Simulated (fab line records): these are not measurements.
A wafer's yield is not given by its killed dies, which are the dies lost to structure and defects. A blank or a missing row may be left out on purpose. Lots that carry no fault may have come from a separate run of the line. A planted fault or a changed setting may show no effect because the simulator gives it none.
fab line records ; flow n5Finfet
record: lots: 6; wafers: 18; lastDay: 17
route steps=1938 shown HKMG_FIN@441 GATE_CUT@465 PASSIVATION@1936
lots with no fault: from the same line, run without faults
startH: hours from the record's opening day to when the first of the lot's shown wafers began ; waitH: how many hours have passed since the lot's step before this one ; " repeats the value in the row above ; L1.1+2: one row covering several wafers at once ; - value missing, or start not given ; * or withheld: withheld ; < > ~ a bound
route shown NAME@n: a module of which the file shows steps, and the number in the route of the first ; usual: mean and standard deviation over wafers with no fault ; same: alike in all rows ; chamber/n: place in a boat ; sites: readings site by site ; _std_site: their standard deviation ; _edge_site: mean of outer sites minus mean of inner sites ; radiusMm: for every site, how far away it sits from the centre of the wafer ; mask NAME#n: copy n ; behind: tool/chamber where the wafer was last shaped ; hold: why the lot went on hold/how many hours it stayed there/how the hold came to an end ; device: which transistor (n, p or np) failed to switch ; end of line: the route-end tests of the same wafers ; a step given without rows: its recipe and nothing more ; killed: at the first sort, the dies lost to defects and structure; wafer yield is something else ; map: dies across one wafer; x = killed, . = not, _ = none there
set.NAME: the setting that was run; set.NAME@STEP: the one run at that earlier step ; model.NAME: the simulator's own value behind a step, which no gauge read
lots at some steps of the route; a table a step, a row a wafer
services: the hour from which a tool's chamber was out of use, counted from the record's first day as startH (under 0 if before that day), plus the number of hours and why
== steps ==
step: N5_HKMG_FIN_STRIP_19
recipe: chemistry: N2/H2; powerW: 2500; tempC: 300; h2Frac: 0.65; timeS: 360; pressureMtorr: withheld; n2FlowSccm: 1750; h2FlowSccm: 3250
usual: drypumpMotorCurrentA: 5.90/0.26; heaterPowerW: 478/36
same: timeS: 360
lot.wafer;tool;chamber;startH;waitH;drypumpMotorCurrentA;heaterPowerW;rfHoursCounterH
L272.1;plasmaAsher-01;1;83.26;0.0;5.65;434;84
L272.3;plasmaAsher-01;0;83.26;0.0;5.88;450;-
L272.6;plasmaAsher-01;0;83.26;0.0;5.88;457;-
L275.3;plasmaAsher-02;1;102.54;0.1;5.69;516;-
L275.4;plasmaAsher-02;0;102.54;0.1;6.26;451;-
L275.5;plasmaAsher-02;1;102.54;0.1;5.66;520;-
L277.2;plasmaAsher-01;0;113.54;0.0;5.88;446;90
L277.4;plasmaAsher-01;1;113.54;0.0;5.65;435;-
L277.5;plasmaAsher-01;0;113.54;0.0;5.88;465;-
L286.2;plasmaAsher-02;1;165.73;0.0;5.70;536;59
L286.3;plasmaAsher-02;0;165.73;0.0;6.24;445;-
L286.4;plasmaAsher-02;1;165.73;0.0;5.69;527;-
L288.3;plasmaAsher-01;0;182.44;0.1;5.87;455;-
L288.5;plasmaAsher-01;1;182.44;0.1;5.64;451;-
L288.6;plasmaAsher-01;0;182.44;0.1;5.88;466;-
L290.1;plasmaAsher-02;0;189.71;0.0;6.26;459;64
L290.2;plasmaAsher-02;1;189.71;0.0;5.67;523;64
L290.5;plasmaAsher-02;1;189.71;0.0;5.68;520;-
step: N5_HKMG_FIN_ALD_91
recipe: material: TiN; targetThkA: 10; tempC: 400; aldPrecursorFamily: TiCl4; aldCoReactant: NH3; pulseTimeS: 1; purgeTimeS: 3; coReactantPurgeTimeS: 2; coReactantPulseTimeS: 2; aldCycles: 47; pressureTorr: 3
step: N5_HKMG_FIN_COAT_85
recipe: resist: SOC; tempC: 250; timeS: 60; spinRpm: 1500; resistThkNm: 300
step: N5_HKMG_FIN_ETCH_86
recipe: chemistry: N2/H2; target: SOC; targetDepthA: 3932; stopOn: TiN; ionEnergyEv: 100; biasW: 61; pressureMtorr: 30; sourceW: 850; n2FlowSccm: 200; h2FlowSccm: 200
step: N5_HKMG_FIN_STRIP_89
recipe: chemistry: N2/H2; material: SOC; timeS: 20; powerW: 500; tempC: 40; pressureMtorr: 50; rfFrequencyHz: 6e+07; biasPowerW: 8; h2Frac: 0.5; n2FlowSccm: 300; h2FlowSccm: 300
step: N5_HKMG_FIN_WET_ETCH_87
recipe: chemistry: SC1; target: TiN; mix: 1:2:40; tempC: 50; timeS: 154.2; targetDepthNm: 4.7; dry: ipaMarangoni; rinseTimeS: 30; rinseTempC: 23
step: N5_HKMG_FIN_STRIP_88
recipe: chemistry: N2/H2; powerW: 2500; tempC: 300; h2Frac: 0.65; timeS: 360; pressureMtorr: withheld; n2FlowSccm: 1750; h2FlowSccm: 3250
usual: drypumpMotorCurrentA: 5.86/0.24; heaterPowerW: 469/35
same: timeS: 360
lot.wafer;tool;chamber;startH;waitH;drypumpMotorCurrentA;heaterPowerW;rfHoursCounterH
L272.1;plasmaAsher-01;1;84.24;0.0;5.65;444;85
L272.3;plasmaAsher-01;1;84.24;0.0;5.66;450;-
L272.6;plasmaAsher-01;0;84.24;0.0;5.87;449;-
L275.3;plasmaAsher-01;0;103.52;0.1;5.87;448;-
L275.4;plasmaAsher-01;1;103.52;0.1;5.64;443;-
L275.5;plasmaAsher-01;0;103.52;0.1;5.88;465;-
L277.2;plasmaAsher-01;1;114.86;0.0;5.66;439;90
L277.4;plasmaAsher-01;0;114.86;0.0;5.84;454;-
L277.5;plasmaAsher-01;0;114.86;0.0;5.87;461;-
L286.2;plasmaAsher-02;1;166.75;0.1;5.67;531;59
L286.3;plasmaAsher-02;1;166.75;0.1;5.68;521;-
L286.4;plasmaAsher-02;0;166.75;0.1;6.25;458;-
L288.3;plasmaAsher-01;0;183.42;0.1;5.89;459;-
L288.5;plasmaAsher-01;1;183.42;0.1;5.65;442;-
L288.6;plasmaAsher-01;0;183.42;0.1;5.87;450;-
L290.1;plasmaAsher-01;1;190.69;0.0;5.65;438;103
L290.2;plasmaAsher-01;0;190.69;0.0;5.86;445;103
L290.5;plasmaAsher-01;1;190.69;0.0;5.66;444;-
step: N5_HKMG_FIN_NWFM_ALD_20
recipe: material: TiAlC; targetThkA: 20; tempC: 300; aldPrecursorFamily: TiCl4; aldCoReactant: TEA; pulseTimeS: 3; purgeTimeS: 2; coReactantPurgeTimeS: 2; coReactantPulseTimeS: 10; aldCycles: 7; pressureTorr: 3
usual: heaterPowerW: 481/38; precursorPulseHeightRel: 1.000/0.019
lot.wafer;tool;chamber;startH;waitH;heaterPowerW;precursorPulseHeightRel;sinceWetCleanH
L272.1;aldMetal-02;1;84.62;0.3;399;0.985;4363
L272.3;aldMetal-02;2;84.62;0.3;413;0.962;4363
L272.6;aldMetal-02;3;84.62;0.3;547;0.984;-
L275.3;aldMetal-03;0;103.79;0.1;512;0.999;1305
L275.4;aldMetal-03;2;103.79;0.1;504;0.979;1305
L275.5;aldMetal-03;3;103.79;0.1;468;1.013;-
L277.2;aldMetal-02;0;115.24;0.3;422;1.009;4394
L277.4;aldMetal-02;2;115.24;0.3;426;0.983;4394
L277.5;aldMetal-02;3;115.24;0.3;521;0.994;-
L286.2;aldMetal-03;3;167.14;0.3;474;0.965;1368
L286.3;aldMetal-03;2;167.14;0.3;491;0.976;1368
L286.4;aldMetal-03;1;167.14;0.3;480;0.997;1368
L288.3;aldMetal-04;1;183.68;0.1;542;1.012;6000
L288.5;aldMetal-04;3;183.68;0.1;518;0.971;-
L288.6;aldMetal-04;0;183.68;0.1;487;1.002;-
L290.1;aldMetal-04;0;191.07;0.3;496;1.029;6008
L290.2;aldMetal-04;2;191.07;0.3;470;1.001;6008
L290.5;aldMetal-04;0;191.07;0.3;485;1.002;-
step: N5_HKMG_FIN_ALD_71
recipe: material: TiN; targetThkA: 10; tempC: 400; aldPrecursorFamily: TiCl4; aldCoReactant: NH3; pulseTimeS: 1; purgeTimeS: 3; coReactantPurgeTimeS: 2; coReactantPulseTimeS: 2; aldCycles: 47; pressureTorr: 3
step: N5_HKMG_FIN_COAT_66
recipe: resist: SOC; tempC: 250; timeS: 60; spinRpm: 1500; resistThkNm: 300
step: N5_HKMG_FIN_ETCH_67
recipe: chemistry: N2/H2; target: SOC; targetDepthA: 3889; stopOn: TiN; ionEnergyEv: 100; biasW: 61; pressureMtorr: 30; sourceW: 850; n2FlowSccm: 200; h2FlowSccm: 200
step: N5_HKMG_FIN_STRIP_90
recipe: chemistry: N2/H2; material: SOC; timeS: 20; powerW: 500; tempC: 40; pressureMtorr: 50; rfFrequencyHz: 6e+07; biasPowerW: 8; h2Frac: 0.5; n2FlowSccm: 300; h2FlowSccm: 300
step: N5_HKMG_FIN_WET_ETCH_73
recipe: chemistry: SC1; mix: 1:2:40; tempC: 50; timeS: 42.3; targetDepthNm: 1.3; dry: ipaMarangoni; rinseTimeS: 30; rinseTempC: 23
same: timeS: 42.3
lot.wafer;tool;chamber;startH;waitH
L272.1+3+6;wetBench-02;0,4,6;85.22;0.1
L275.3+4+5;wetBench-06;4,3,5;104.42;0.1
L277.2+4+5;wetBench-06;3,7,4;115.93;0.1
L286.2+3+4;wetBench-06;1,5,0;167.74;0.1
L288.3+5+6;wetBench-06;4,5,1;184.38;0.1
L290.1+2+5;wetBench-05;4,3,1;191.67;0.1
step: N5_HKMG_FIN_ETCHBACK_68
recipe: chemistry: Cl2/Ar; stopOn: HfO2; targetDepthA: 5; pressureMtorr: 10; icpW: 600; biasW: 60; Cl2_flow_sccm: 40; Ar_flow_sccm: 60
step: N5_HKMG_FIN_STRIP_69
recipe: chemistry: N2/H2; powerW: 2500; tempC: 300; h2Frac: 0.65; timeS: 360; pressureMtorr: withheld; n2FlowSccm: 1750; h2FlowSccm: 3250
step: N5_HKMG_FIN_ALD_21
recipe: material: TiN; targetThkA: 15; tempC: 400; aldPrecursorFamily: TiCl4; aldCoReactant: NH3; pulseTimeS: 1; purgeTimeS: 3; coReactantPurgeTimeS: 2; coReactantPulseTimeS: 2; aldCycles: 68; pressureTorr: 3
step: N5_HKMG_FIN_ALD_72
recipe: material: W; targetThkA: 20; tempC: 300; pressureTorr: 7.5; aldPrecursorFamily: WF6; aldCoReactant: B2H6; pulseTimeS: 1; purgeTimeS: 2; coReactantPurgeTimeS: 2; coReactantPulseTimeS: 3; aldCycles: 7
step: N5_HKMG_FIN_W_FILL_22
recipe: material: W; targetThkA: 600; tempC: 400; pressureTorr: 39.4; timeS: 18.2
step: N5_HKMG_FIN_PRECLEAN_83
recipe: chemistry: DIW; timeS: 57.5; tempC: 23
step: N5_HKMG_FIN_SRD_84
recipe: dryTimeS: 32; dry: n2Spin; spinRpm: 1500
step: N5_HKMG_FIN_CMP_23
recipe: stopOn: SiNx; tOverpolishS: 10; postCmpClean: rinseOnly; downForcePsi: 4; platenRpm: 50.289; padVelocityMS: 1.0006; targetThkNm: 46.326
step: N5_HKMG_FIN_CMP_94
recipe: stopOn: SiNx; postCmpClean: wDiluteNh4oh; tOverpolishS: 4.7; downForcePsi: 4; platenRpm: 50.289; padVelocityMS: 1.0006; targetThkNm: 43.299
step: N5_GATE_CUT_ETCHBACK_00
recipe: chemistry: SF6/Cl2; target: W; pressureMtorr: 8; icpW: 900; biasW: 80; SF6_flow_sccm: 40; Cl2_flow_sccm: 60
step: N5_GATE_CUT_ETCH_56
recipe: chemistry: Cl2/Ar; target: TiN; targetDepthA: 216; pressureMtorr: 10; icpW: 600; biasW: 60; Cl2_flow_sccm: 40; Ar_flow_sccm: 60
step: N5_GATE_CUT_ETCHBACK_30
recipe: chemistry: Cl2/Ar; target: TiN; targetDepthA: 30; mode: isotropic; pressureMtorr: 10; icpW: 600; biasW: 60; Cl2_flow_sccm: 40; Ar_flow_sccm: 60
usual: drypumpMotorCurrentA: 5.4/0.41; oesProductAu: 0.72/0.062; throttleValvePct: 20.97/0.26
lot.wafer;tool;chamber;startH;waitH;drypumpMotorCurrentA;oesProductAu;rfHoursCounterH;throttleValvePct
L272.1;rieMetal-03;0;87.29;0.1;5.2;0.72;73;21.26
L272.3;rieMetal-03;1;87.29;0.1;5.1;0.72;-;20.66
L272.6;rieMetal-03;0;87.29;0.1;5.2;0.71;-;21.28
L275.3;rieMetal-02;0;106.50;0.0;5.1;0.66;-;21.17
L275.4;rieMetal-02;1;106.50;0.0;6.1;0.84;-;20.92
L275.5;rieMetal-02;0;106.50;0.0;5.1;0.66;-;21.20
L277.2;rieMetal-02;0;118.00;0.1;5.1;0.65;98;21.21
L277.4;rieMetal-02;0;118.00;0.1;5.1;0.66;-;21.19
L277.5;rieMetal-02;1;118.00;0.1;6.1;0.85;-;20.93
L286.2;rieMetal-01;0;169.81;0.1;6.1;0.68;90;20.62
L286.3;rieMetal-01;1;169.81;0.1;5.5;0.81;-;21.00
L286.4;rieMetal-01;0;169.81;0.1;6.1;0.67;-;20.63
L288.3;rieMetal-01;0;186.47;0.0;6.1;0.66;-;20.63
L288.5;rieMetal-01;1;186.47;0.0;5.4;0.79;-;21.02
L288.6;rieMetal-01;0;186.47;0.0;6.1;0.66;-;20.63
L290.1;rieMetal-03;0;193.74;0.1;5.2;0.70;84;21.29
L290.2;rieMetal-03;1;193.74;0.1;5.1;0.70;87;20.71
L290.5;rieMetal-03;1;193.74;0.1;5.1;0.69;-;20.68
step: N5_GATE_CUT_VAPOR_ETCH_60
recipe: chemistry: BCl3/Cl2; target: HfO2; mode: isotropic
step: N5_GATE_CUT_ETCH_58
recipe: chemistry: CH3F/O2; target: SiNx; targetDepthA: 170; timeS: 128.6; ionEnergyEv: 50; pressureMtorr: 30; sourceW: 415; biasW: 21; Ar_flow_sccm: 150; CH3F_flow_sccm: 30; O2_flow_sccm: 20
usual: drypumpMotorCurrentA: 5.5/0.56; oesProductAu: 0.81/0.076; rfVppV: 99.1/1; showerheadPlenumPTorr: 2.00/0.062; throttleValvePct: 16.28/0.23
same: timeS: 128.6
lot.wafer;tool;chamber;startH;waitH;drypumpMotorCurrentA;oesProductAu;rfHoursCounterH;rfVppV;showerheadPlenumPTorr;throttleValvePct
L272.1;rieDiel-01;3;87.38;0.0;6.2;0.94;11;98.3;1.96;15.86
L272.3;rieDiel-01;2;87.38;0.0;5.9;0.82;69;99.7;2.11;16.26
L272.6;rieDiel-01;1;87.38;0.0;5.8;0.73;-;98.0;1.92;16.47
L275.3;rieDiel-06;2;106.57;0.0;5.9;0.76;134;100.4;2.11;16.32
L275.4;rieDiel-06;3;106.57;0.0;6.0;0.77;126;99.4;2.00;16.18
L275.5;rieDiel-06;3;106.57;0.0;6.0;0.77;-;97.6;2.01;16.17
L277.2;rieDiel-01;3;118.11;0.1;6.3;0.92;23;99.9;1.95;15.88
L277.4;rieDiel-01;3;118.11;0.1;6.3;0.91;-;98.4;1.95;15.89
L277.5;rieDiel-01;0;118.11;0.1;6.0;0.72;-;97.5;1.99;16.45
L286.2;rieDiel-01;1;169.90;0.0;5.8;0.73;187;98.5;1.92;16.48
L286.3;rieDiel-01;0;169.90;0.0;6.0;0.70;170;97.8;1.99;16.48
L286.4;rieDiel-01;3;169.90;0.0;6.3;0.88;36;99.6;1.95;15.90
L288.3;rieDiel-01;2;186.54;0.0;5.9;0.78;103;100.4;2.10;16.35
L288.5;rieDiel-01;1;186.54;0.0;5.8;0.72;-;97.5;1.91;16.51
L288.6;rieDiel-01;0;186.54;0.0;6.0;0.70;-;98.8;1.99;16.49
L290.1;rieDiel-06;2;193.82;0.0;5.9;0.74;162;98.6;2.10;16.36
L290.2;rieDiel-06;3;193.82;0.0;5.9;0.75;152;99.2;2.00;16.21
L290.5;rieDiel-06;1;193.82;0.0;5.2;0.94;-;99.3;2.06;16.44
step: N5_GATE_CUT_STRIP_59
recipe: chemistry: N2/H2; timeS: 20; powerW: 100; tempC: 40; pressureMtorr: 100; rfFrequencyHz: 6e+07; biasPowerW: 3; n2FlowSccm: 300; h2FlowSccm: 300
step: N5_GATE_CUT_PRECLEAN_31
recipe: tempC: 23; chemistry: DIW; timeS: 300
step: N5_GATE_CUT_SRD_32
recipe: timeS: 30; tempC: 23; rinseLiquid: diw; dry: ipaMarangoni
step: N5_GATE_CUT_SAC_CAP_01
recipe: material: SiNx; targetThkA: 240; tempC: 400; aldPrecursorFamily: SiH2I2; aldCoReactant: N2/H2-plasma; pulseTimeS: 1; aldCycles: 480; purgeTimeS: 2; coReactantPurgeTimeS: 2; pressureTorr: 2
step: N5_GATE_CUT_PECVD_57
recipe: material: SiNx; targetThkA: 210; tempC: 400; precursor: SiH4/NH3/N2; pressureTorr: 1.5; rfW: 300
step: N5_GATE_CUT_CMP_02
recipe: stopOn: SiO2; tOverpolishS: 12.7; postCmpClean: alkalineBrush; downForcePsi: 2.5; platenRpm: 51.8; padVelocityMS: 1.0307; targetThkNm: 0
step: N5_GATE_CUT_HM_DEP_46
recipe: material: SiO2; targetThkA: 1300; tempC: 400; precursor: TEOS/O2; pressureTorr: 6.5; rfW: 900; teosFlowSccm: 161.4; gas: O2; flowSccm: 2650; timeS: 26.6
step: N5_GATE_CUT_COAT_34
recipe: resist: SOC; tempC: 250; timeS: 60; spinRpm: 1500; resistThkNm: 60
step: N5_GATE_CUT_COAT_35
recipe: resist: SiARC; tempC: 220; timeS: 60; spinRpm: 1500; resistThkNm: 10
step: N5_GATE_CUT_COAT_27
recipe: resist: underlayer; tempC: 205; timeS: 60; spinRpm: 1500; resistThkNm: 10
step: N5_GATE_CUT_COAT_07
recipe: resist: CAR-EUV; spinRpm: 1500; resistThkNm: 30
step: N5_GATE_CUT_EBR_09
recipe: solvent: PGMEA; ebrWidthMm: 1.5
step: N5_PASSIVATION_PROBE_49
usual: defectLimitedYield: 91.6/1.4; killed_at_M0_to_M3: 35/10; killed_at_M4_up: 13/4.8; killedAtContacts: 12/7.2; killedAtFrontEnd: 36/12; killedAtOther: 4/3.1; killedDies: 100/17; killedOpen: 66/13; killedShort: 32/7.3; sort_bin_5_function: 5.0/0.94; sort_bin_6_memory: 3.1/0.67; sort_bin_8_speed: 0.01/0.047; sortNPass: 1080/17; sortYieldPct: 91.6/1.4
same: grossDies: 1180; killedAtBackSide: 0; sort_bin_4_leakage[%]: 0
lot.wafer;tool;chamber;startH;waitH;defectLimitedYield[%];killed_at_M0_to_M3;killed_at_M4_up;killedAtContacts;killedAtFrontEnd;killedAtOther;killedDies;killedOpen;killedShort;sort_bin_5_function[%];sort_bin_6_memory[%];sort_bin_8_speed[%];sortNPass;sortYieldPct[%]
L277.2;prober-02;-;342.26;0.1;91.0;40;12;15;37;2;106;77;27;5.1;3.4;0;1074;91.0
L277.4;prober-02;-;342.36;0.2;91.6;43;8;5;37;6;99;68;30;5.2;2.9;0;1081;91.6
L277.5;prober-02;-;342.41;0.2;93.5;30;6;5;29;7;77;52;22;3.9;2.3;0;1103;93.5
L288.3;prober-01;-;409.24;0.1;85.5;46;10;8;107;0;171;55;25;9.2;2.7;0;1009;85.5
L288.5;prober-01;-;409.34;0.2;83.0;28;5;8;158;2;201;52;21;11.1;3.0;0;979;83.0
L288.6;prober-01;-;409.39;0.3;81.9;25;12;12;164;1;214;58;26;11.3;4.3;0;966;81.9
L286.2;prober-02;-;418.19;0.1;81.7;25;6;16;167;2;216;47;33;10.3;5.3;0;964;81.7
L286.3;prober-02;-;418.24;0.1;80.8;33;17;15;156;5;226;76;20;12.9;4.2;0;954;80.8
L286.4;prober-02;-;418.29;0.2;81.8;21;5;9;166;14;215;50;28;11.4;4.0;0;965;81.8
killed by level:class
L277.2 BEOL_M3:geometricParticle:open=15 MOL_CONTACT_COAG:geometricParticle:open=13 BEOL_M0_SAQP:geometricParticle:short=8 BEOL_M1:geometricParticle:open=7 FIN_SAQP:geometricParticle:open=6 DUMMY_GATE:geometricParticle:open=6 GATE_CUT:geometricParticle:short=6 GATE_CUT:geometricParticle:open=6
L277.4 STI_FIN_REVEAL:geometricParticle:open=17 BEOL_M0_SAQP:geometricParticle:open=9 BEOL_M1:geometricParticle:open=9 BEOL_M0_SAQP:geometricParticle:short=8 BEOL_M3:geometricParticle:open=6 DUMMY_GATE:geometricParticle:open=5 BEOL_M1:geometricParticle:short=5 BEOL_M2:geometricParticle:open=4
L277.5 BEOL_M3:geometricParticle:open=14 STI_FIN_REVEAL:geometricParticle:open=5 MOL_CONTACT_COAG:geometricParticle:open=5 GATE_CUT:geometricParticle:open=4 BEOL_M0_SAQP:geometricParticle:short=4 STARTING-WAFER:geometricParticle:short=4 FIN_SAQP:geometricParticle:open=3 BEOL_M0_SAQP:geometricParticle:open=3
L288.3 HKMG_FIN:unspecified=91 BEOL_M0_SAQP:geometricParticle:short=10 BEOL_M0_SAQP:geometricParticle:open=10 BEOL_M3:geometricParticle:open=10 BEOL_M1:geometricParticle:open=7 MOL_CONTACT_COAG:geometricParticle:open=6 GATE_CUT:geometricParticle:short=5 BEOL_M2:geometricParticle:open=5
L288.5 HKMG_FIN:unspecified=128 BEOL_M0_SAQP:geometricParticle:open=10 BEOL_M1:geometricParticle:open=8 FIN_SAQP:geometricParticle:short=6 FIN_SAQP:geometricParticle:open=6 DUMMY_GATE:geometricParticle:open=6 MOL_CONTACT_COAG:geometricParticle:open=6 STI_FIN_REVEAL:geometricParticle:open=5
L288.6 HKMG_FIN:unspecified=130 STI_FIN_REVEAL:geometricParticle:open=14 MOL_CONTACT_COAG:geometricParticle:open=10 BEOL_M0_SAQP:geometricParticle:open=9 BEOL_M0_SAQP:geometricParticle:short=6 BEOL_M3:geometricParticle:open=3 BEOL_M3:geometricParticle:short=3 BEOL_M4:geometricParticle:open=3
L286.2 HKMG_FIN:unspecified=133 MOL_CONTACT_COAG:geometricParticle:open=13 BEOL_M2:geometricParticle:open=7 DUMMY_GATE:geometricParticle:open=6 BEOL_M2:geometricParticle:short=6 FIN_SAQP:geometricParticle:short=5 GATE_CUT:geometricParticle:open=4 BEOL_M0:geometricParticle:short=4
L286.3 HKMG_FIN:unspecified=130 MOL_CONTACT_COAG:geometricParticle:open=14 BEOL_M1:geometricParticle:open=13 BEOL_M4:geometricParticle:open=9 BEOL_M8:geometricParticle:open=8 FIN_SAQP:geometricParticle:open=6 BEOL_M0_SAQP:geometricParticle:open=5 BEOL_M2:geometricParticle:open=4
L286.4 HKMG_FIN:unspecified=133 FIN_SAQP:geometricParticle:short=7 MOL_CONTACT_COAG:geometricParticle:open=7 BEOL_M1:geometricParticle:open=6 BEOL_M2:geometricParticle:open=6 DUMMY_GATE:geometricParticle:open=4 PAD_METAL:geometricParticle:short=4 SPACER0:geometricParticle:open=4
map L286.3 (x killed, . not)
_________________.......x....________________
______________...............x.._____________
___________x........x..............__________
__________.x.....x.x..xx....x......._________
________..........x............x......_______
_______.....x........x..............x.x______
______.x.xxxxx.x....x......x......x....._____
_____..xxx.xxxxx..x......xx.x....x.......____
____.xxxxxxxxxxx.x.x......................___
___x.xxxxxxxxxxxxxxx.......................__
___...xxxxxxxxxxx..xx........x..........x..__
__.x.xxxxxxxxxxxxxxxx...........x..........._
__....xxxxxxxxxx.x..x......x......x.......x._
_..xxxxxxxxxxxxxxxx.x....x...................
_..xx.xxxxxxxxxx..xx......x..x...............
_....xxxxxxxx.xxxx...x........x.....x........
_......xx..x.xx........................x...x.
_........x...xx..................x...........
_........x.......x...........................
_xx.................x..............x.x.......
_........x..x..x....x.x...........x.x.....x..
__............x..............x.............._
__x...........................x.....x.x....._
___x.......xx..........x.x.......x.........__
___............x.......x.....xx.....x......__
____.....x................................___
_____.x....................x............x____
______.......................x.........._____
_______...........x............x.......______
________.x............x.........x....._______
__________......................x..._________
___________.....x...x..............__________
______________..x...x.xx........_____________
_________________.....x......________________
map L288.6 (x killed, . not)
_________________.....x......________________
______________.....x............_____________
___________.x................x.....__________
__________.....x.x.................._________
________.............................._______
_______......x........x.........x......______
______............x.......x...........x._____
_____..x.................................____
____....x.................................___
___x..................x..................x.__
___........................................__
__.x...................x..x................._
__................x..........x.............._
_....x...x...............x...x.x.............
_..x.......x......x..x..xx..xxx..x.x...x.....
_..................x.x..x.xxxxxx......x......
_................x..x.xxxxxxxx..x...x........
_..................xxxxxxxxxxxxxx.........x..
_....x.x........x.x.xxxxxxxxxxxxxxx......x...
_.....x............xxxxxxxxxxxxx.xx..x.......
_x..................xxxxxxxxxxxx.............
__.x.............xxxxxxxxxxxxxxxx.x........._
__.........x........x.xxxxxxxxx.x..x....x..._
___.x..x...x........x.xxxxxxxxxx......x...x__
___.................x..xxxxxx......xx.....x__
____...x.........x...x.xxxx.x.x...........___
_____x..................x.xx.............____
______..............xx.............xx..._____
_______.x.x.......................x...x______
________.................x............_______
__________.....x...........x........_________
___________.x...x.............x....__________
______________x...x..........x.._____________
_________________............________________
== services ==
tool;chamber;startH;hours;kind
aldMetal-02;-;87.21;0.3;repair
rieDiel-01;0;99.20;8.2;repair
rieDiel-01;1;103.86;16.6;repair
rieDiel-06;1;125.06;-;clean
rieDiel-06;1;125.06;-;consumableReplace:focusRing
rieDiel-06;1;125.06;11.0;scheduledDown
rieDiel-06;1;125.06;11.0;ventCycle
wetBench-06;-;132.10;3.9;repair
rieMetal-02;-;138.03;1.4;pm
rieDiel-06;1;151.90;8.1;repair
rieDiel-01;-;164.46;0.3;repair
plasmaAsher-01;-;167.85;2.8;pm
rieDiel-06;3;170.12;4.2;repair
rieMetal-02;-;175.96;1.2;repair
rieMetal-01;-;188.71;2.8;pm
== key ==
firstSign: step: N5_PASSIVATION_PROBE_49; reading: killedAtFrontEnd; direction: up; sigmas: 9.7; usual: 36; struck: 153
effect: step: N5_PASSIVATION_PROBE_49; reading: killedDies; direction: up; sigmas: 6.4; usual: 100; struck: 207
moreKillsBornAt: N5_HKMG_FIN_WET_ETCH_73@wetBench-06: 745
metAt N5_HKMG_FIN_WET_ETCH_73
struckWafers L286.2,L286.3,L286.4,L288.3,L288.5,L288.6
onsetBetween 115.93 167.74
alsoFits N5_GATE_CUT_ETCHBACK_30:rieMetal-01,N5_GATE_CUT_ETCH_58:rieDiel-01
fault: kind: chamberParticleSource; tool: wetBench-06; chamber: -; onsetH: 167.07; steps: N5_HKMG_FIN_WET_ETCH_73; ratePerVisitCm2: 0.97255; endH: 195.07
